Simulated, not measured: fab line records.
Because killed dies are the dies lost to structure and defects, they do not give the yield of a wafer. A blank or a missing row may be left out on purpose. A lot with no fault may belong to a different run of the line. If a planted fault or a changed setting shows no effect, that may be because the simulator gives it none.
Which tool did it?	flow nand harc	14 lots, 42 wafers sampled, at 4 steps of a route of 1302

== WHAT EACH GAUGE READ, for each wafer ==
NHARC_A_BONDPAD_OVL_MEAS_35.
lot	measured	on	overlay x nm (nm)	overlay y nm (nm)
L454	day 23 20:36	overlay-02	0 1 1	0 0 0
L456	day 23 23:27	overlay-01	-2 -2 -2	0 -1 -1
L461	day 27 00:23	overlay-01	-6 -7 -6	2 2 2
L462	day 27 02:39	overlay-01	0 1 0	1 2 1
L464	day 27 05:37	overlay-01	1 1 1	-1 -1 -1
L465	day 27 19:17	overlay-02	-5 -5 -5	1 1 1
L467	day 29 02:21	overlay-01	-10 -10 -10	6 6 6
L469	day 29 14:54	overlay-02	6 7 7	3 3 3
L470	day 30 05:55	overlay-02	6 6 6	-3 -2 -2
L473	day 30 21:53	overlay-02	9 8 9	-1 -1 -2
L471	day 31 00:30	overlay-02	0 1 1	-1 -1 -1
L475	day 32 10:50	overlay-02	3 2 2	7 7 7
L474	day 32 21:19	overlay-01	4 4 3	0 1 0
L476	day 33 00:55	overlay-02	2 2 3	-3 -3 -3

NHARC_END_SORT_01.
lot	measured	on	killed at array	killed at other	killed at periphery	killed dies	killed open	killed short
L461	day 28 05:53	prober-02	132 159 130	0 0 3	4 2 2	136 161 135	6 0 3	4 3 1
L464	day 28 15:21	prober-01	140 138 113	0 0 2	0 0 0	140 138 115	1 2 2	4 4 2

== WHICH TOOL RAN EACH LOT (tool, then ch and the chambers of the sampled wafers, then the start) ==
lot	NHARC_A_CONTACT_ETCH_116	NHARC_A_BONDPAD_CMP_19
L454	har cap etch-02 ch 0,1, day 21 23:37	cmp-02 ch 0,1,3, day 23 22:51
L456	har cap etch-02 ch 0,1, day 22 09:22	cmp-04 ch 0,1,3, day 24 01:39
L461	har cap etch-03 ch 0,1, day 25 07:55	cmp-03 ch 0,1, day 27 02:31
L462	har cap etch-01 ch 0,1, day 25 08:05	cmp-02 ch 0,1, day 27 04:55
L464	har cap etch-03 ch 0,1, day 25 17:46	cmp-02 ch 0,2,3, day 27 07:54
L465	har cap etch-02 ch 0,1, day 26 06:50	cmp-04 ch 1,2, day 27 21:32
L467	har cap etch-02 ch 0,1, day 27 11:44	cmp-04 ch 1,2,3, day 29 04:30
L469	har cap etch-03 ch 1, day 28 04:04	cmp-03 ch 0,1, day 29 17:04
L470	har cap etch-01 ch 0,1, day 28 16:29	cmp-03 ch 0,2,3, day 30 08:10
L473	har cap etch-01 ch 1, day 29 10:42	cmp-03 ch 0,3, day 31 00:08
L471	har cap etch-02 ch 0, day 29 12:17	cmp-04 ch 0,1, day 31 02:46
L475	har cap etch-03 ch 0,1, day 30 17:14	cmp-04 ch 2,3, day 32 13:02
L474	har cap etch-02 ch 0,1, day 30 23:30	cmp-04 ch 0,3, day 32 23:29
L476	har cap etch-02 ch 0,1, day 31 07:13	cmp-04 ch 0,1,2, day 33 03:07
- NHARC_A_CONTACT_ETCH_116: etches the open film in C4F8/O2/Ar, time 190 s, target depth 1850 nm.
- NHARC_A_BONDPAD_CMP_19: polishes, t overpolish 30 s, cu recess touch 16 s, target thk 169.82 nm.

== WHAT THE TOOLS THEMSELVES READ (means of the sampled wafers that have a number; where no wafer has one, the mark that the record gives instead) ==
NHARC_A_BONDPAD_CMP_19.
lot	tool	motor current A (A)	overpolish run s (s)
L454	cmp-02	12.7	29.996
L456	cmp-04	13.0	30.003
L461	cmp-03	11.0	30.006
L462	cmp-02	11.7	29.999
L464	cmp-02	12.4	30.002
L465	cmp-04	13.6	30.002
L467	cmp-04	12.8	29.999
L469	cmp-03	11.1	29.999
L470	cmp-03	11.1	30.004
L473	cmp-03	11.2	30.005
L471	cmp-04	13.3	30.014
L475	cmp-04	12.5	30.001
L474	cmp-04	12.6	30.002
L476	cmp-04	13.5	29.995

== THE ANSWER, worked out from the rows above alone ==
Rule: what is usual is taken from the lots themselves. The widest of any qualifying gaps counts: lots, ordered by their means at a reading, are off when they make up no more than a third of the lots, leave a main group of 4 or more, and stand apart from it by 3 or more times the standard deviation of that group's means. A main group is skipped when, at the precision printed for the reading in the tables above, its means are all equal. A lot without any number at a reading at which 4 lots or more have one is off too. Where the step has rows for the other lots, those lots are counted as sound. First the gauges in route order, then the tools' own readings, where a lot's mean is used as printed above. At the first step where some lot is off, the reading lying furthest off is the one used; lots without a number count as furthest.
Across all readings shown, no lot is off: no conclusion can be drawn from this.

== WHAT THE SIMULATOR HAD INSERTED ==
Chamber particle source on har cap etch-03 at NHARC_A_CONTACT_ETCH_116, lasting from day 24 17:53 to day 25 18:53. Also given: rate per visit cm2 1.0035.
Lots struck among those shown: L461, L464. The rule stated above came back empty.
